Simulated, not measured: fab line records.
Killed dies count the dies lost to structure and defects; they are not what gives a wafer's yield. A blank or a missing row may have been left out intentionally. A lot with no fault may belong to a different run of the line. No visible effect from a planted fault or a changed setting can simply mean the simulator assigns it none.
What tool caused it? ; flow nand-harc ; 42 wafers from 15 lots sampled at 5 of the route's 1159 steps

== WHAT THE GAUGES READ, wafer by wafer ==
NHARC_END_SORT_01. Usual: killed-at-array 29, standard deviation 8.4; killed-at-other 0.7, standard deviation 1.2; killed-at-periphery 3.8, standard deviation 2.1; killed-dies 33, standard deviation 9; killed-open 3.4, standard deviation 2; killed-short 2.1, standard deviation 1.4.
lot;measured;on;killed-at-array;killed-at-other;killed-at-periphery;killed-dies;killed-open;killed-short;flag
L740;day 21 15:29;prober-02;24 19 27;0 0 0;4 3 6;28 22 33;2 0 5;3 3 5;
L742;day 21 01:27;prober-01;36 26 34;1 0 1;2 5 3;39 31 38;3 6 2;2 1 2;
L743;day 20 23:56;prober-02;41 26 31;0 0 0;6 6 6;47 32 37;3 2 2;1 1 3;
L744;day 22 00:52;prober-02;15 21 12;0 0 0;1 2 3;16 23 15;2 0 5;0 4 2;
L745;day 21 15:31;prober-01;37 36 36;0 1 0;5 1 3;42 38 39;1 2 3;3 4 4;
L746;day 22 07:05;prober-02;30 24 26;0 2 0;3 3 2;33 29 28;3 3 1;0 1 1;
L748;day 22 00:01;prober-01;27 29 28;0 0 0;5 7 6;32 36 34;1 4 5;3 2 1;
L749;day 22 22:37;prober-02;38 36 34;0 0 0;6 5 5;44 41 39;5 4 2;6 3 2;
L750;day 22 14:53;prober-02;19 25 22;0 0 0;5 7 2;24 32 24;3 2 2;1 2 1;
L753;day 23 07:25;prober-01;31 37 29;3 2 0;5 3 7;39 42 36;10 5 4;3 2 5;
L755;day 23 15:04;prober-02;16 16 19;6 7 1;3 2 5;25 25 25;4 6 4;0 2 3;OFF
L757;day 23 23:53;prober-01;672 674;1 0;4 3;677 677;3 4;1 1;OFF
L758;day 23 23:37;prober-02;672 675;3 0;2 2;677 677;4 3;1 1;OFF
L759;day 24 07:19;prober-02;673 35;0 0;4 1;677 36;2 2;3 2;OFF
L762;day 24 13:28;prober-02;17 18 25;0 0 0;5 5 2;22 23 27;3 3 3;0 3 3;

== WHAT TOOL EACH LOT RAN ON (gives the tool, then ch and the chambers of the sampled wafers, and finally the start) ==
lot;NHARC_A_CHANNEL_HOLE_D1_DEP_01;NHARC_THIN_TSV_STRIP_62;NHARC_THIN_TSV_DEGAS_49;NHARC_THIN_TSV_PRE_CLEAN_50
L740;pecvd-01 ch 0,2, day 8 05:32;plasma-asher-02 ch 0,1, day 19 14:45;pvd-sputter-02, day 19 14:55;pvd-sputter-02, day 21 15:29 or earlier
L742;pecvd-03 ch 0,2, day 8 20:21;plasma-asher-02 ch 0,1, day 19 13:29;pvd-sputter-01, day 19 13:38;pvd-sputter-01, day 21 01:27 or earlier
L743;pecvd-01 ch 0,2, day 9 00:30;plasma-asher-01 ch 0,1, day 19 11:29;pvd-sputter-01, day 19 11:40;pvd-sputter-01, day 20 23:56 or earlier
L744;pecvd-03 ch 0,1, day 9 12:26;plasma-asher-02 ch 0,1, day 20 00:08;pvd-sputter-03, day 20 00:14;pvd-sputter-03, day 22 00:52 or earlier
L745;pecvd-01 ch 0,2, day 9 12:30;plasma-asher-02 ch 0,1, day 19 23:37;pvd-sputter-01, day 19 23:45;pvd-sputter-01, day 21 15:31 or earlier
L746;pecvd-04 ch 0,1,2, day 10 00:51;plasma-asher-01 ch 0,1, day 21 02:15;pvd-sputter-02, day 21 02:25;pvd-sputter-02, day 22 07:05 or earlier
L748;pecvd-03 ch 1,2, day 10 00:54;plasma-asher-02 ch 0,1, day 20 10:30;pvd-sputter-01, day 20 10:40;pvd-sputter-01, day 22 00:01 or earlier
L749;pecvd-03 ch 0,1,2, day 10 20:14;plasma-asher-01 ch 0,1, day 21 09:24;pvd-sputter-03, day 21 09:35;pvd-sputter-03, day 22 22:37 or earlier
L750;pecvd-04 ch 0,1,2, day 10 21:41;plasma-asher-01 ch 0,1, day 21 03:21;pvd-sputter-02, day 21 03:31;pvd-sputter-02, day 22 14:53 or earlier
L753;pecvd-03 ch 0,1,2, day 11 12:25;plasma-asher-01 ch 1, day 22 07:07;pvd-sputter-01, day 22 07:16;pvd-sputter-01, day 23 07:25 or earlier
L755;pecvd-03 ch 1,2, day 12 10:29;plasma-asher-02 ch 0,1, day 22 14:17;pvd-sputter-02, day 22 14:29;pvd-sputter-02, day 23 15:04 or earlier
L757;pecvd-03 ch 0,2, day 12 19:38;-;-;-
L758;pecvd-03 ch 0,2, day 12 21:02;-;-;-
L759;pecvd-03 ch 1,2, day 13 04:11;plasma-asher-02 ch 0, day 23 08:37;pvd-sputter-03, day 23 08:45;pvd-sputter-03, day 24 07:19 or earlier
L762;pecvd-04 ch 0,1, day 13 20:55;plasma-asher-02 ch 0,1, day 23 20:01;pvd-sputter-03, day 23 20:13;pvd-sputter-03, day 24 13:28 or earlier
- NHARC_A_CHANNEL_HOLE_D1_DEP_01: deposits SiON, target thk 140 nm.
- NHARC_THIN_TSV_STRIP_62: strips in N2/H2, time 20 s.
- NHARC_THIN_TSV_DEGAS_49: time 120 s.
- NHARC_THIN_TSV_PRE_CLEAN_50: time 30 s.

== AS READ BY THE TOOLS THEMSELVES (means over the sampled wafers that have a number; for cases with no such wafer, the mark the record gives instead) ==
NHARC_A_CHANNEL_HOLE_D1_DEP_01. Usual: heater-power-w 728 W, standard deviation 74.
lot;tool;heater-power-w (W);flag
L740;pecvd-01;671;
L742;pecvd-03;642;
L743;pecvd-01;618;
L744;pecvd-03;666;
L745;pecvd-01;674;
L746;pecvd-04;830;
L748;pecvd-03;775;
L749;pecvd-03;690;
L750;pecvd-04;821;
L753;pecvd-03;692;
L755;pecvd-03;716;
L757;pecvd-03;684;
L758;pecvd-03;659;
L759;pecvd-03;697;
L762;pecvd-04;843;

NHARC_THIN_TSV_STRIP_62. Usual: drypump-motor-current-A 5.8 A, standard deviation 0.58; heater-power-w 328 W, standard deviation 13; rf-refl-power-W 22 W, standard deviation 5.3.
lot;tool;drypump-motor-current-A (A);heater-power-w (W);rf-refl-power-W (W);flag
L740;plasma-asher-02;5.6;316;21;
L742;plasma-asher-02;5.6;322;21;
L743;plasma-asher-01;5.8;353;-;OFF
L744;plasma-asher-02;6.1;327;17;
L745;plasma-asher-02;5.6;323;21;
L746;plasma-asher-01;5.8;327;26;
L748;plasma-asher-02;5.6;320;-;OFF
L749;plasma-asher-01;5.9;335;26;
L750;plasma-asher-01;5.8;328;26;
L753;plasma-asher-01;5.9;325;26;
L755;plasma-asher-02;5.6;322;-;OFF
L759;plasma-asher-02;5.1;321;26;
L762;plasma-asher-02;6.1;317;18;

NHARC_THIN_TSV_DEGAS_49. Usual: heater-power-w 492 W, standard deviation 51.
lot;tool;heater-power-w (W);flag
L740;pvd-sputter-02;548;
L742;pvd-sputter-01;469;
L743;pvd-sputter-01;513;
L744;pvd-sputter-03;488;
L745;pvd-sputter-01;489;
L746;pvd-sputter-02;453;
L748;pvd-sputter-01;509;
L749;pvd-sputter-03;449;
L750;pvd-sputter-02;580;
L753;pvd-sputter-01;490;
L755;pvd-sputter-02;554;
L759;pvd-sputter-03;413;
L762;pvd-sputter-03;454;

NHARC_THIN_TSV_PRE_CLEAN_50. Usual: heater-power-w 430 W, standard deviation 42.
lot;tool;heater-power-w (W);flag
L740;pvd-sputter-02;424;
L742;pvd-sputter-01;448;
L743;pvd-sputter-01;457;
L744;pvd-sputter-03;423;
L745;pvd-sputter-01;430;
L746;pvd-sputter-02;448;
L748;pvd-sputter-01;440;
L749;pvd-sputter-03;409;
L750;pvd-sputter-02;391;
L753;pvd-sputter-01;427;
L755;pvd-sputter-02;422;
L759;pvd-sputter-03;416;
L762;pvd-sputter-03;394;

== THE ANSWER, worked out from the rows above alone ==
Rule: a lot is off if the mean of its wafers that have a number lies more than 3 standard deviations from the usual mean. A lot without any number at a reading at which 4 lots or more have one is off too. Any other lot the step has rows for is counted as sound. Order of review: gauges by route order, followed by the tools' own readings, for which a lot's mean as printed above is used. The first step at which some lot is off is used, and at that step the reading that is off furthest; a lot without a number counts as furthest.
Off, at NHARC_END_SORT_01 on killed-at-array: L757, L758, L759.
If a tool, at a process step before that reading, ran all the lots that are off and no sound lot after the first of them, it fits. Gauges at NHARC_END_SORT_01: tried the same way as those tools. Because NHARC_THIN_TSV_PRE_CLEAN_50 lacks a start for some lots, the hours and order of its lots are taken from NHARC_END_SORT_01. One fits: NHARC_A_CHANNEL_HOLE_D1_DEP_01 on pecvd-03. Its last sound lot is L755 (day 12 10:29), its first lot that is off L757 (day 12 19:38): a fault that began between those two fits.

== WHAT WAS PUT IN BY THE SIMULATOR ==
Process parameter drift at NHARC_A_CHANNEL_HOLE_D1_DEP_01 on pecvd-03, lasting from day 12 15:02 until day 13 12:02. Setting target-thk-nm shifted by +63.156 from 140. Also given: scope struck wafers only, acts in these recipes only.
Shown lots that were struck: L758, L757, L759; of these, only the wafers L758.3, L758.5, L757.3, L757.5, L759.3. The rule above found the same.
